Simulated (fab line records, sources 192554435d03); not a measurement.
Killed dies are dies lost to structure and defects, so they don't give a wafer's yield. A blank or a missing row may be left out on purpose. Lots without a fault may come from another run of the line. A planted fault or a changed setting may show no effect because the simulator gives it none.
fab line records | flow n5_finfet
record lots=5 wafers=15 last_day=17
route steps=1938 shown BEOL_M1@819 BEOL_M4@1111 PASSIVATION@1936
lots that met no fault: from a run of the same line without faults
start_h: hours from the record's first day to the start of the lot's first wafer shown | wait_h: hours since the lot's step before | " the same as in the row above | L1.1+2: a row that stands for several wafers | - no value, or no start given | * or withheld: withheld | < > ~ a bound
route shown NAME@n: a module of which the file shows steps, and the number in the route of the first | usual: mean/standard deviation of fault-free wafers | same: alike in all rows | chamber/n: place in a boat | sites: the reading at each site | _std_site: their standard deviation | _edge_site: outer sites' mean less inner sites' | radius_mm: how far each site lies from the wafer's centre | mask NAME#n: copy n | behind: the tool/chamber that last shaped the wafer | hold: why the lot was held/for how many hours/how that ended | device: the transistor (n, p or np) that didn't switch | end of line: the same wafers' tests at the end of the route | a step without rows: its recipe alone | killed: dies lost to structure and defects at the first sort, not the wafer's yield | map: a wafer's dies, x killed, . not, _ none there
set.NAME: the setting as run; set.NAME@STEP: as run at that earlier step | model.NAME: the simulator's own value behind a step, which no gauge read
lots at some steps of the route; a table a step, a row a wafer
services: from which hour (start_h, from the record's first day; less than 0 if before it) a tool's chamber was out of use, for how many hours, and why
## steps
# step N5_BEOL_M1_ANNEAL_82
# recipe temp_c=400 time_s=240 ambient=vacuum
# step N5_BEOL_M1_SPUTTER_86
# recipe material=Cu target_thk_a=45 temp_c=-20 chamber_pressure_pa=0.07 power_w=withheld time_s=8.29
# step N5_BEOL_M1_ANNEAL_87
# recipe temp_c=400 time_s=240 ambient=vacuum
# usual heater_power_w=828/62
# columns lot.wafer tool chamber start_h wait_h heater_power_w
L969.1 pvd_sputter-02 - 163.63 0.0 756
L969.2 " - " " 864
L969.3 " - " " 754
L970.1 pvd_sputter-02 - 175.00 0.0 756
L970.2 " - " " 880
L970.6 " - " " 792
L977.2 pvd_sputter-03 - 222.15 0.0 780
L977.3 " - " " 860
L977.6 " - " " 925
L980.2 pvd_sputter-03 - 230.52 0.0 746
L980.3 " - " " 920
L980.6 " - " " 936
L984.1 pvd_sputter-02 - 270.25 0.0 776
L984.2 " - " " 864
L984.4 " - " " 755
# step N5_BEOL_M1_SPUTTER_88
# recipe material=Cu target_thk_a=45 temp_c=-20 chamber_pressure_pa=0.07 power_w=withheld time_s=8.29
# usual throttle_valve_pct=29.9/0.97
# columns lot.wafer tool chamber start_h wait_h throttle_valve_pct
L969.1 pvd_sputter-02 - 163.77 0.1 29.1
L969.2 " - " " 29.0
L969.3 " - " " 28.0
L970.1 pvd_sputter-02 - 175.14 0.1 30.7
L970.2 " - " " 29.0
L970.6 " - " " 27.8
L977.2 pvd_sputter-03 - 222.29 0.1 32.1
L977.3 " - " " 30.5
L977.6 " - " " 30.2
L980.2 pvd_sputter-03 - 230.66 0.1 31.8
L980.3 " - " " 30.0
L980.6 " - " " 30.3
L984.1 pvd_sputter-02 - 270.39 0.1 28.0
L984.2 " - " " 28.9
L984.4 " - " " 30.6
# step N5_BEOL_M1_ANNEAL_89
# recipe temp_c=400 time_s=240 ambient=vacuum
# step N5_BEOL_M1_SPUTTER_90
# recipe material=Cu target_thk_a=45 temp_c=-20 chamber_pressure_pa=0.07 power_w=withheld time_s=8.29
# step N5_BEOL_M1_ANNEAL_91
# recipe temp_c=400 time_s=240 ambient=vacuum
# step N5_BEOL_M1_SPUTTER_92
# recipe material=Cu target_thk_a=45 temp_c=-20 chamber_pressure_pa=0.07 power_w=withheld time_s=8.29
# step N5_BEOL_M1_ANNEAL_93
# recipe temp_c=400 time_s=240 ambient=vacuum
# usual heater_power_w=827/63
# columns lot.wafer tool chamber start_h wait_h heater_power_w
L969.1 pvd_sputter-02 - 164.29 0.0 743
L969.2 " - " " 876
L969.3 " - " " 759
L970.1 pvd_sputter-02 - 175.66 0.0 764
L970.2 " - " " 888
L970.6 " - " " 752
L977.2 pvd_sputter-03 - 222.81 0.0 737
L977.3 " - " " 873
L977.6 " - " " 927
L980.2 pvd_sputter-03 - 231.18 0.0 772
L980.3 " - " " 898
L980.6 " - " " 925
L984.1 pvd_sputter-02 - 270.91 0.0 758
L984.2 " - " " 871
L984.4 " - " " 749
# step N5_BEOL_M1_SPUTTER_94
# recipe material=Cu target_thk_a=45 temp_c=-20 chamber_pressure_pa=0.07 power_w=withheld time_s=8.29
# step N5_BEOL_M1_ANNEAL_95
# recipe temp_c=400 time_s=240 ambient=vacuum
# step N5_BEOL_M1_SPUTTER_96
# recipe material=Cu target_thk_a=45 temp_c=-20 chamber_pressure_pa=0.07 power_w=withheld time_s=8.29
# usual throttle_valve_pct=29.9/1
# columns lot.wafer tool chamber start_h wait_h throttle_valve_pct
L969.1 pvd_sputter-02 - 164.65 0.1 28.9
L969.2 " - " " 28.9
L969.3 " - " " 27.8
L970.1 pvd_sputter-02 - 176.02 0.1 30.7
L970.2 " - " " 28.8
L970.6 " - " " 27.6
L977.2 pvd_sputter-03 - 223.17 0.1 32.1
L977.3 " - " " 30.7
L977.6 " - " " 29.7
L980.2 pvd_sputter-03 - 231.54 0.1 32.1
L980.3 " - " " 30.1
L980.6 " - " " 30.0
L984.1 pvd_sputter-02 - 271.27 0.1 28.0
L984.2 " - " " 28.7
L984.4 " - " " 30.5
# step N5_BEOL_M1_ECD_50
# recipe material=Cu target_thk_a=3000
# columns lot.wafer tool chamber start_h wait_h model.Cu_of_BEOL_M1_ECD_50.thk_nm
L969.1 ecd_cu-02 1 164.76 0.1 301.8
L969.2 " 0 " " 297
L969.3 " 0 " " 297.8
L970.1 ecd_cu-01 0 176.15 0.1 298.4
L970.2 " 1 " " 302.4
L970.6 " 0 " " 305
L977.2 ecd_cu-01 1 223.28 0.1 306
L977.3 " 0 " " 302.8
L977.6 " 1 " " 229.4
L980.2+3 ecd_cu-02 1,0 231.66 0.1 293.8
L980.6 " 1 " " 295.8
L984.1 ecd_cu-02 1 271.39 0.1 297.6
L984.2 " 0 " " 296.4
L984.4 " 1 " " 299.8
# step N5_BEOL_M1_ANNEAL_51
# recipe temp_c=225 time_s=90 ambient=N2
# usual anneal_temp_c_max=225.94/0.25 wafer_temp_C_max=225.91/0.25
# columns lot.wafer tool chamber start_h wait_h anneal_temp_c_max wafer_temp_C_max
L969.1 rtp_anneal-01 0 164.86 0.1 225.83 225.84
L969.2 " 0 " " 225.62 225.62
L969.3 " 0 " " 226.20 225.90
L970.1 rtp_anneal-01 0 176.23 0.1 225.93 226.31
L970.2 " 0 " " 226.16 226.17
L970.6 " 0 " " 225.89 225.99
L977.2 rtp_anneal-02 0 223.45 0.1 226.19 225.57
L977.3 " 0 " " 225.66 226.13
L977.6 " 0 " " 226.40 226.23
L980.2 rtp_anneal-01 0 231.93 0.2 225.88 225.82
L980.3 " 0 " " 225.67 225.92
L980.6 " 0 " " 225.56 225.94
L984.1 rtp_anneal-02 0 271.47 0.1 225.92 225.91
L984.2 " 0 " " 226.63 225.73
L984.4 " 0 " " 225.71 225.86
# step N5_BEOL_M1_CMP_52
# recipe stop_on=SiOC t_overpolish_s=6.8 down_force_psi=1 platen_rpm=50 clearing_platen_down_force_psi=1.5 clearing_platen_rpm=50 post_cmp_clean=cu_alkaline target_thk_nm=40 clearing_platen_pad_velocity_m_s=0.99484 pad_velocity_m_s=0.99484
# usual motor_current_A=6.4/0.54 slurry_flow_ml_min=149.9/0.45 time_to_endpoint_s=64/3.7
# columns lot.wafer tool chamber start_h wait_h motor_current_A slurry_flow_ml_min time_to_endpoint_s
L969.2 cmp-02 3 165.16 0.2 6.5 150.4 58
L969.3 " 1 " " 5.9 150.1 63
L969.1 " 2 " " 6.9 150.4 62
L970.2 cmp-02 0 176.54 0.2 7.2 149.7 67
L970.1 " 1 " " 5.9 150.3 68
L970.6 " 0 " " 7.1 150.2 67
L977.3 cmp-04 1 223.74 0.2 6.2 149.4 68
L977.2 " 2 " " 6.5 150.4 71
L977.6 " 0 " " 5.4 149.5 49
L980.3 cmp-02 0 232.76 0.7 6.9 151.2 61
L980.2 " 3 " " 5.9 150.3 57
L980.6 " 1 " " 6.4 149.2 63
L984.1 cmp-02 2 271.77 0.3 6.8 150.1 60
L984.2 " 0 " " 6.9 150.8 60
L984.4 " 1 " " 6.1 150.6 61
# step N5_BEOL_M1_THK_MEAS_53
# recipe thk_meas_gauge=xrf reads=Cu_of_BEOL_M1_ECD_50
# usual M1_THK=40.5/1.6
# columns lot.wafer tool chamber start_h wait_h M1_THK[nm]
L969.1 film_metro-01 - 165.46 - 40.3
L969.2 " - " " 40.7
L969.3 " - " " 41.8
L970.1 film_metro-01 - 176.84 - 41.1
L970.2 " - " " 41.3
L970.6 " - " " 41.4
L977.2 film_metro-01 - 224.00 - 40.5
L977.3 " - " " 38.1
L977.6 " - " " 38.2
L980.2 film_metro-01 - 233.06 - 40.8
L980.3 " - " " 42.4
L980.6 " - " " 42.9
L984.1 film_metro-02 - 272.07 - 36.3
L984.2 " - " " 38.5
L984.4 " - " " 39.2
# step N5_BEOL_M4_RC_MEAS_101
# usual DIBL_N=36.6/1.7 DIBL_P=36.7/2 IOFF_N=0.16/0.033 IOFF_P=0.22/0.04 ION_N=673/12 ION_P=463/7.9 SS_N=71.7/0.58 SS_P=73.3/0.64 VT_N=249/3.3 VT_P=-249/3.1
# columns lot.wafer tool chamber start_h wait_h DIBL_N[mV/V] DIBL_P[mV/V] IOFF_N[nA/um] IOFF_P[nA/um] ION_N[uA/um] ION_P[uA/um] SS_N[mV/dec] SS_P[mV/dec] VT_N[mV] VT_P[mV]
L969.1 prober-02 0 195.37 0.0 34.0 34.6 0.15 0.20 665 459 72.2 72.4 251 -251
L969.2 " 0 " " 35.5 35.7 0.18 0.22 676 456 72.0 73.1 247 -252
L969.3 " 0 " " 35.5 37.2 0.18 0.25 675 465 72.1 73.1 246 -249
L970.1 prober-02 0 206.56 0.0 34.1 32.6 0.11 0.15 656 453 70.8 72.4 254 -256
L970.2 " 0 " " 38.9 38.4 0.20 0.25 688 468 72.2 73.7 246 -250
L970.6 " 0 " " 36.7 34.6 0.15 0.19 677 458 71.5 72.3 249 -252
L977.2 prober-01 0 267.14 0.2 35.6 35.8 0.14 0.22 657 459 71.3 73.4 252 -249
L977.3 " 0 " " 36.4 36.4 0.15 0.22 661 459 71.4 73.9 250 -252
L977.6 " 0 " " 32.8 32.2 0.10 0.17 646 460 70.4 72.5 258 -252
L980.2 prober-02 0 279.39 0.2 39.2 40.0 0.22 0.30 682 471 72.0 73.8 243 -247
L980.3 " 0 " " 37.0 37.4 0.18 0.24 672 460 72.1 73.4 249 -247
L980.6 " 0 " " 37.1 36.5 0.17 0.24 679 464 71.9 73.1 246 -247
L984.1 prober-02 0 311.65 0.0 39.1 38.5 0.20 0.29 677 474 72.7 73.8 249 -244
L984.2 " 0 " " 36.7 36.4 0.16 0.26 685 479 71.5 73.4 248 -242
L984.4 " 0 " " 36.7 35.6 0.16 0.25 680 469 71.8 73.6 248 -247
# step N5_PASSIVATION_PROBE_49
# usual defect_limited_yield=91.1/1.4 killed_at_M0_to_M3=34/11 killed_at_M4_up=14/5.7 killed_at_contacts=14/6.9 killed_at_front_end=40/11 killed_at_other=4/3.1 killed_dies=105/17 killed_open=70/13 killed_short=34/7.6 sort_bin_5_function=5.3/0.95 sort_bin_6_memory=3.3/0.64 sort_n_pass=1075/17 sort_yield_pct=91.1/1.4
# same gross_dies=1180 killed_at_back_side=0 sort_bin_4_leakage[%]=0 sort_bin_8_speed[%]=0
# columns lot.wafer tool chamber start_h wait_h defect_limited_yield[%] killed_at_M0_to_M3 killed_at_M4_up killed_at_contacts killed_at_front_end killed_at_other killed_dies killed_open killed_short sort_bin_5_function[%] sort_bin_6_memory[%] sort_n_pass sort_yield_pct[%]
L980.2 prober-01 - 381.61 0.1 92.0 16 7 35 35 1 94 76 17 4.9 3.0 1086 92.0
L980.3 prober-01 - 381.66 0.1 90.9 23 10 22 52 0 107 67 40 4.9 3.6 1073 90.9
L980.6 prober-01 - 381.81 0.3 90.4 38 7 22 38 8 113 69 41 5.3 4.2 1067 90.4
# killed by level:class
L980.2 MOL_CONTACT_COAG:geometric_particle:open=34 STI_FIN_REVEAL:geometric_particle:open=15 FIN_SAQP:geometric_particle:short=4 BEOL_M0_SAQP:geometric_particle:short=4 GATE_CUT:geometric_particle:open=3 BEOL_M0:geometric_particle:open=3 BEOL_M2:geometric_particle:open=3 BEOL_M3:geometric_particle:open=3
L980.3 MOL_CONTACT_COAG:geometric_particle:open=17 FIN_SAQP:geometric_particle:short=15 FIN_SAQP:geometric_particle:open=9 STI_FIN_REVEAL:geometric_particle:open=9 BEOL_M3:geometric_particle:open=8 MOL_CONTACT_COAG:geometric_particle:short=5 BEOL_M5:geometric_particle:open=4 GATE_CUT:geometric_particle:short=4
L980.6 MOL_CONTACT_COAG:geometric_particle:open=18 FIN_SAQP:geometric_particle:short=11 BEOL_M0_SAQP:geometric_particle:short=11 BEOL_M0_SAQP:geometric_particle:open=9 STI_FIN_REVEAL:geometric_particle:open=6 FIN_SAQP:geometric_particle:open=5 DUMMY_GATE:geometric_particle:open=5 BEOL_M3:geometric_particle:open=5
## services
# columns tool chamber start_h hours kind
cmp-04 - 156.81 4.5 pm
cmp-04 - 179.59 0.5 repair
ecd_cu-01 - 200.54 0.9 repair
cmp-02 - 216.64 14.7 repair
cmp-04 - 218.55 3.3 repair
ecd_cu-02 - 226.53 2.3 repair
cmp-04 - 229.50 0.2 repair
cmp-04 - 231.14 4.0 pm
pvd_sputter-03 - 235.09 39.9 repair
cmp-04 - 235.14 - consumable_replace:conditioner
cmp-04 - 235.14 - consumable_replace:pad
cmp-02 - 248.48 4.0 pm
cmp-02 - 252.48 - consumable_replace:conditioner
cmp-02 - 252.48 - consumable_replace:pad
cmp-02 - 259.60 0.7 repair
## key
first_sign step=N5_BEOL_M1_CMP_52 reading=time_to_endpoint_s direction=down sigmas=4.2 usual=* struck=*
effect none on later readings
model_effect step=N5_BEOL_M1_ECD_50 value=Cu_of_BEOL_M1_ECD_50.thk_nm without=301.6 struck=229.4
met_at N5_BEOL_M1_ECD_50
struck_wafers L977.6
onset_between 176.15 223.28
fault kind=process_parameter_drift tool=ecd_cu-01 chamber=- onset_h=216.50 steps=N5_BEOL_M1_ECD_50 channel=target_thk_a offset=* shape=step end_h=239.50 scope=struck_wafers_only acts_in=* stated=*
